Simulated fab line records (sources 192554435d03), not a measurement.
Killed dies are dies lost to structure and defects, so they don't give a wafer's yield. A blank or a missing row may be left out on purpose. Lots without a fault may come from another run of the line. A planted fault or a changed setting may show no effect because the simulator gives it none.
Matching of chambers -- flow n5 finfet -- N5_BEOL_M5_DEP_56 on pecvd-01 has 3 sister chambers
The step deposits SiCN from 3MS/NH3, target thk 8 nm, time 14 s. 6 wafers are shown with their chamber, then 9 later ones without.

## EACH WAFER AND ITS CHAMBER
wafer,chamber,showerhead plenum p Torr (Torr),throttle valve pct (%)
L091.2,0,3.691,8.9
L091.4,1,3.671,9.9
L091.6,2,3.644,8.2
L093.1,0,3.690,8.7
L093.2,1,3.685,9.9
L093.3,2,3.636,8.2

## WAFERS WITH NO CHAMBER GIVEN
wafer,showerhead plenum p Torr (Torr),throttle valve pct (%)
L093.4,3.686,9.0
L093.5,3.633,8.6
L093.6,3.672,9.8
L094.1,3.692,8.8
L094.2,3.641,8.2
L094.3,3.674,9.9
L094.4,3.675,9.8
L094.5,3.631,8.2
L094.6,3.694,8.8

## WHICH CHAMBER EACH WENT THROUGH
wafer,from the rows above,in truth
L093.4,0,0
L093.5,2,2
L093.6,1,1
L094.1,0,0
L094.2,2,2
L094.3,1,1
L094.4,1,1
L094.5,2,2
L094.6,0,0
9 of 9 placed correctly. From these rows, 0 cannot be placed. Number placed wrongly: 0.
How it was worked out, from the rows above alone: a wafer's distance from a chamber is the root of the sum, over the readings, of the square of ((its reading less the chamber's mean) divided by the reading's scatter). The wafer belongs to the nearest chamber; if the next one is less than 2 further off, it can't be placed. A chamber's mean is the mean of its shown wafers. The scatter: take each reading less its chamber's mean, square it, sum over the shown wafers, divide by the number of wafers less the number of chambers, and take the root.
